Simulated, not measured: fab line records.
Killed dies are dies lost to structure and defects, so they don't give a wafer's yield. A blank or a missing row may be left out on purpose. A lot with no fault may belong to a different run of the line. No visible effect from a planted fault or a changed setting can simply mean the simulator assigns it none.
The tool behind it: which one? + flow nand-harc + 33 wafers from 11 lots sampled at 7 of the route's 1302 steps

== WHAT THE GAUGES READ, wafer by wafer ==
NHARC_P_GATE_CD_MEAS_91 targets a cd of 2000 nm. Usual: cd-nm 1999.8 nm, standard deviation 1.1.
| lot  | measured     | on        | cd-nm (nm)           | flag |
|------|--------------|-----------|----------------------|------|
| L189 | day 5 20:54  | cd-sem-03 | 2000.8 2001.0 2000.4 |      |
| L193 | day 7 14:07  | cd-sem-02 | 1999.5 2000.5 2001.0 |      |
| L194 | day 8 07:43  | cd-sem-02 | 1999.1 1997.9 1999.4 |      |
| L195 | day 8 15:53  | cd-sem-01 | - - -                | OFF  |
| L196 | day 9 05:42  | cd-sem-02 | - - -                | OFF  |
| L197 | day 9 13:40  | cd-sem-01 | 1998.1 1998.0 1998.0 |      |
| L204 | day 12 11:25 | cd-sem-02 | 1999.7 1999.8 2000.2 |      |
| L205 | day 12 19:04 | cd-sem-02 | 2001.6 1999.9 2001.3 |      |
| L206 | day 13 01:59 | cd-sem-02 | 1999.0 2001.7 2001.4 |      |
| L208 | day 14 02:24 | cd-sem-03 | 1998.9 1998.1 1998.9 |      |
| L210 | day 14 23:10 | cd-sem-02 | 1998.7 1998.8 1997.7 |      |

NHARC_P_GATE_INSPECT_68. Usual: raw-defect-count 211, standard deviation 66.
| lot  | measured     | on                | raw-defect-count | flag |
|------|--------------|-------------------|------------------|------|
| L189 | day 5 23:57  | defect-inspect-02 | 110 144 165      |      |
| L193 | day 7 17:11  | defect-inspect-01 | 175 296 218      |      |
| L194 | day 8 10:47  | defect-inspect-02 | 302 194 184      |      |
| L195 | day 8 18:57  | defect-inspect-02 | 1229 1218 1219   | OFF  |
| L196 | day 9 08:47  | defect-inspect-02 | 1227 1298 1301   | OFF  |
| L197 | day 9 18:09  | defect-inspect-01 | 254 313 197      |      |
| L204 | day 12 14:29 | defect-inspect-02 | 212 226 196      |      |
| L205 | day 12 22:16 | defect-inspect-02 | 221 304 342      |      |
| L206 | day 13 05:02 | defect-inspect-02 | 176 419 195      |      |
| L208 | day 14 05:29 | defect-inspect-01 | 154 185 232      |      |
| L210 | day 15 02:29 | defect-inspect-01 | 155 144 153      |      |

NHARC_END_SORT_01. Usual: killed-at-array 59, standard deviation 17; killed-at-other 0.7, standard deviation 0.9; killed-at-periphery 3.6, standard deviation 2.3; killed-dies 63, standard deviation 18; killed-open 3.4, standard deviation 1.9; killed-short 2.6, standard deviation 1.7.
| lot  | measured     | on        | killed-at-array | killed-at-other | killed-at-periphery | killed-dies | killed-open | killed-short | flag |
|------|--------------|-----------|-----------------|-----------------|---------------------|-------------|-------------|--------------|------|
| L195 | day 27 06:02 | prober-02 | 75 87 79        | 1 1 2           | 601 589 596         | 677 677 677 | 5 5 2       | 4 3 1        | OFF  |
| L196 | day 28 12:28 | prober-01 | 79 92 86        | 1 2 0           | 597 583 591         | 677 677 677 | 3 6 3       | 4 2 2        | OFF  |

== EACH LOT AND THE TOOL THAT RAN IT (in order: tool; ch and the chambers of the sampled wafers; start) ==
| lot  | NHARC_P_GATE_STRIP_111               | NHARC_P_GATE_STRIP_75                | NHARC_P_GATE_STRIP_112               | NHARC_P_GATE_EXPOSE_88            |
|------|--------------------------------------|--------------------------------------|--------------------------------------|-----------------------------------|
| L189 | plasma-asher-01 ch 1, day 5 17:57    | plasma-asher-01 ch 1, day 5 18:16    | plasma-asher-01 ch 1, day 5 19:45    | krf-scanner-02 ch 0, day 5 20:44  |
| L193 | plasma-asher-01 ch 0,1, day 7 11:21  | plasma-asher-01 ch 0,1, day 7 11:37  | plasma-asher-02 ch 1, day 7 13:03    | krf-scanner-03 ch 0, day 7 13:58  |
| L194 | plasma-asher-02 ch 0,1, day 8 04:52  | plasma-asher-02 ch 0,1, day 8 05:05  | plasma-asher-01 ch 0,1, day 8 06:37  | krf-scanner-02 ch 0, day 8 07:34  |
| L195 | plasma-asher-02 ch 0,1, day 8 13:14  | plasma-asher-02 ch 0,1, day 8 13:30  | plasma-asher-02 ch 0,1, day 8 14:53  | krf-scanner-02, day 8 15:44       |
| L196 | plasma-asher-01 ch 0,1, day 9 02:53  | plasma-asher-01 ch 0,1, day 9 03:05  | plasma-asher-01 ch 0,1, day 9 04:38  | krf-scanner-03, day 9 05:33       |
| L197 | plasma-asher-02 ch 0,1, day 9 10:51  | plasma-asher-02 ch 0,1, day 9 11:10  | plasma-asher-02 ch 0,1, day 9 12:29  | krf-scanner-04 ch 0, day 9 13:31  |
| L204 | plasma-asher-01 ch 0,1, day 12 08:29 | plasma-asher-01 ch 0,1, day 12 08:47 | plasma-asher-02 ch 0,1, day 12 10:14 | krf-scanner-02 ch 0, day 12 11:16 |
| L205 | plasma-asher-02 ch 0,1, day 12 16:10 | plasma-asher-02 ch 0,1, day 12 16:26 | plasma-asher-02 ch 0,1, day 12 17:55 | krf-scanner-04 ch 0, day 12 18:55 |
| L206 | plasma-asher-01 ch 0,1, day 12 23:16 | plasma-asher-01 ch 0,1, day 12 23:34 | plasma-asher-01 ch 0,1, day 13 00:53 | krf-scanner-04 ch 0, day 13 01:49 |
| L208 | plasma-asher-01 ch 0,1, day 13 23:30 | plasma-asher-01 ch 0,1, day 13 23:46 | plasma-asher-02 ch 0,1, day 14 01:13 | krf-scanner-03 ch 0, day 14 02:15 |
| L210 | plasma-asher-01 ch 0,1, day 14 20:16 | plasma-asher-01 ch 0,1, day 14 20:31 | plasma-asher-02 ch 0,1, day 14 22:02 | krf-scanner-02 ch 0, day 14 23:01 |
- NHARC_P_GATE_STRIP_111: strips in N2/H2, time 250 s.
- NHARC_P_GATE_STRIP_75: strips in O2.
- NHARC_P_GATE_STRIP_112: strips in N2/H2, time 200 s.
- NHARC_P_GATE_EXPOSE_88: exposes mask P HVN, target cd 2000 nm.

== WHAT THE TOOLS THEMSELVES READ (means of the sampled wafers that have a number; where no wafer has one, the mark that the record gives instead) ==
NHARC_P_GATE_STRIP_111. Usual: drypump-motor-current-A 5.9 A, standard deviation 0.41; heater-power-w 83 W, standard deviation 6.6.
| lot  | tool            | drypump-motor-current-A (A) | heater-power-w (W) | flag |
|------|-----------------|-----------------------------|--------------------|------|
| L189 | plasma-asher-01 | 5.5                         | 74                 |      |
| L193 | plasma-asher-01 | 5.6                         | 82                 |      |
| L194 | plasma-asher-02 | 6.4                         | 88                 |      |
| L195 | plasma-asher-02 | 6.4                         | 87                 |      |
| L196 | plasma-asher-01 | 5.6                         | 83                 |      |
| L197 | plasma-asher-02 | 6.4                         | 90                 |      |
| L204 | plasma-asher-01 | 5.6                         | 84                 |      |
| L205 | plasma-asher-02 | 6.4                         | 85                 |      |
| L206 | plasma-asher-01 | 5.6                         | 83                 |      |
| L208 | plasma-asher-01 | 5.6                         | 82                 |      |
| L210 | plasma-asher-01 | 5.6                         | 82                 |      |

NHARC_P_GATE_STRIP_75. Usual: drypump-motor-current-A 5.9 A, standard deviation 0.41; heater-power-w 311 W, standard deviation 25.
| lot  | tool            | drypump-motor-current-A (A) | heater-power-w (W) | flag |
|------|-----------------|-----------------------------|--------------------|------|
| L189 | plasma-asher-01 | 5.5                         | 278                |      |
| L193 | plasma-asher-01 | 5.6                         | 300                |      |
| L194 | plasma-asher-02 | 6.4                         | 330                |      |
| L195 | plasma-asher-02 | 6.4                         | 325                |      |
| L196 | plasma-asher-01 | 5.6                         | 307                |      |
| L197 | plasma-asher-02 | 6.4                         | 338                |      |
| L204 | plasma-asher-01 | 5.6                         | 313                |      |
| L205 | plasma-asher-02 | 6.4                         | 317                |      |
| L206 | plasma-asher-01 | 5.6                         | 313                |      |
| L208 | plasma-asher-01 | 5.6                         | 312                |      |
| L210 | plasma-asher-01 | 5.6                         | 307                |      |

NHARC_P_GATE_STRIP_112. Usual: drypump-motor-current-A 6.1 A, standard deviation 0.41; heater-power-w 85 W, standard deviation 5.8.
| lot  | tool            | drypump-motor-current-A (A) | heater-power-w (W) | flag |
|------|-----------------|-----------------------------|--------------------|------|
| L189 | plasma-asher-01 | 5.5                         | 72                 |      |
| L193 | plasma-asher-02 | 6.4                         | 86                 |      |
| L194 | plasma-asher-01 | 5.6                         | 79                 |      |
| L195 | plasma-asher-02 | 6.4                         | 86                 |      |
| L196 | plasma-asher-01 | 5.6                         | 78                 |      |
| L197 | plasma-asher-02 | 6.4                         | 89                 |      |
| L204 | plasma-asher-02 | 6.4                         | 87                 |      |
| L205 | plasma-asher-02 | 6.4                         | 85                 |      |
| L206 | plasma-asher-01 | 5.6                         | 81                 |      |
| L208 | plasma-asher-02 | 6.4                         | 86                 |      |
| L210 | plasma-asher-02 | 6.5                         | 86                 |      |

NHARC_P_GATE_EXPOSE_88. Usual: exposure-dose-mJ-cm2 11.868, standard deviation 0.013; focus-offset-nm 0.0 nm, standard deviation 0.61.
| lot  | tool           | exposure-dose-mJ-cm2 | focus-offset-nm (nm) | flag |
|------|----------------|----------------------|----------------------|------|
| L189 | krf-scanner-02 | 11.878               | 0.7                  |      |
| L193 | krf-scanner-03 | 11.879               | -0.0                 |      |
| L194 | krf-scanner-02 | 11.879               | -0.1                 |      |
| L195 | krf-scanner-02 | -                    | -                    | OFF  |
| L196 | krf-scanner-03 | -                    | -                    | OFF  |
| L197 | krf-scanner-04 | 11.858               | 0.4                  |      |
| L204 | krf-scanner-02 | 11.866               | -0.2                 |      |
| L205 | krf-scanner-04 | 11.865               | 0.1                  |      |
| L206 | krf-scanner-04 | 11.864               | 0.1                  |      |
| L208 | krf-scanner-03 | 11.858               | 0.2                  |      |
| L210 | krf-scanner-02 | 11.857               | -0.3                 |      |

== THE ANSWER, worked out from the rows above alone ==
Rule: take the mean of a lot's wafers that have a number; if it is more than 3 standard deviations from the usual mean, the lot is off. Also off: a lot with no number at a reading for which 4 or more lots have one. The other lots that the step has rows for count as sound. Order of review: gauges by route order, followed by the tools' own readings, for which a lot's mean as printed above is used. At the first step where some lot is off, the reading lying furthest off is the one used; lots without a number count as furthest.
Off at NHARC_P_GATE_CD_MEAS_91 (cd-nm): L195, L196. Without a number there: L195, L196.
If a tool, at a process step before that reading, ran all the lots that are off and no sound lot after the first of them, it fits. The gauges at NHARC_P_GATE_CD_MEAS_91 aren't tried: what is off there is off at NHARC_P_GATE_INSPECT_68 too, on other tools, and a gauge's error can't cause that. Not one of the candidates tried fits.

== WHAT THE SIMULATOR PUT IN ==
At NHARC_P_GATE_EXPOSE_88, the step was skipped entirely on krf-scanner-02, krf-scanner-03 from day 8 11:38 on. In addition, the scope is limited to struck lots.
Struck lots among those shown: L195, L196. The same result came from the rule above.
